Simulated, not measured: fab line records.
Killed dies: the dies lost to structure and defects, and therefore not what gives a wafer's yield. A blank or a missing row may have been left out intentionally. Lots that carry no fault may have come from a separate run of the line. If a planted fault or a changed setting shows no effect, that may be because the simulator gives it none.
A single fault, viewed from 3 desks + flow nand harc + every desk sees just its own numbers, and what lay behind them comes last

## THE DEFECT DESK
Per lot, the means of the sampled wafers with a number show what the inspections along the route counted. Any lot whose mean is over 4 standard deviations away from the usual mean is out of limits and marked OUT; that distance is given in the brackets.
Columns: A = raw defect count at NHARC_P_M2_INSPECT_11, usual 4.5; B = raw defect count at NHARC_P_M2_INSPECT_27, usual 333
| lot  | first seen here | A   | B   |
|------|-----------------|-----|-----|
| L514 | day 7 03:15     | 1.7 | 209 |
| L519 | day 9 11:21     | 3.7 | 250 |
| L527 | day 12 20:22    | 6.3 | 193 |
| L529 | day 13 12:18    | 4.0 | 199 |
| L534 | day 15 15:06    | 2.3 | 344 |
| L535 | day 16 02:10    | 7.0 | 399 |
This desk's finding: nothing out of limits on any of the 6 lots.

## THE METROLOGY DESK
What the gauges read, lot by lot, whatever tool the lot ran on: means of the sampled wafers that have a number. Any lot whose mean is over 4 standard deviations away from the usual mean is out of limits and marked OUT; that distance is given in the brackets.
Columns: A = cd nm at NHARC_P_M2_CD_MEAS_09, usual 170.2 nm; B = overlay x nm at NHARC_P_M2_OVL_MEAS_10, usual 0.2 nm; C = overlay y nm at NHARC_P_M2_OVL_MEAS_10, usual 0.1 nm; D = cd nm at NHARC_P_M2_CD_MEAS_16, usual 170.1 nm; E = thk nm at NHARC_P_M2_THK_MEAS_24, usual 144.3 nm; F = thk nm at NHARC_P_BONDPAD_THK_MEAS_33, usual 199.8 nm
| lot  | first seen here | A     | B    | C    | D     | E     | F     |
|------|-----------------|-------|------|------|-------|-------|-------|
| L514 | day 7 03:08     | 170.4 | -0.2 | 0.8  | 170.4 | 144.6 | 201.0 |
| L519 | day 9 11:13     | 169.8 | 0.8  | -0.4 | 170.1 | 144.4 | 199.7 |
| L527 | day 12 20:15    | 169.8 | -1.4 | 0.9  | 169.7 | 144.5 | 198.0 |
| L529 | day 13 12:11    | 170.4 | -0.5 | -1.4 | 169.9 | 143.7 | 199.1 |
| L534 | day 15 14:58    | 170.5 | 0.1  | -1.0 | 170.4 | 146.7 | 201.2 |
| L535 | day 16 02:02    | 169.8 | 1.0  | -0.2 | 169.7 | 145.3 | 200.5 |
This desk's finding: nothing out of limits on any of the 6 lots.

## TOOL OWNER'S DESK, rie diel-02
The tool's own readings at NHARC_P_M2_ETCH_15 (etches the open film in C4F8/Ar, target depth 182.5 nm, time 91.2 s): means of the sampled wafers that have a number, for each lot that ran on this tool. Any lot whose mean is over 4 standard deviations away from the usual mean is out of limits and marked OUT; that distance is given in the brackets.
Columns: A = oes product au at NHARC_P_M2_ETCH_15, usual 0.946 a.u.; B = rf vpp V at NHARC_P_M2_ETCH_15, usual 439.5 V
| lot  | first seen here | A     | B     |
|------|-----------------|-------|-------|
| L519 | day 9 11:35     | 0.929 | 439.3 |
| L527 | day 12 20:37    | 0.897 | 437.8 |
| L529 | day 13 12:33    | 0.880 | 438.2 |
This desk's finding: nothing out of limits on any of the 3 lots.

## ALL TOGETHER
Nothing the defect desk looked at was out of limits.
From the metrology desk's view, nothing was out of limits.
Nothing out of limits was seen by the tool owner's desk.

## WHAT WAS PUT IN BY THE SIMULATOR
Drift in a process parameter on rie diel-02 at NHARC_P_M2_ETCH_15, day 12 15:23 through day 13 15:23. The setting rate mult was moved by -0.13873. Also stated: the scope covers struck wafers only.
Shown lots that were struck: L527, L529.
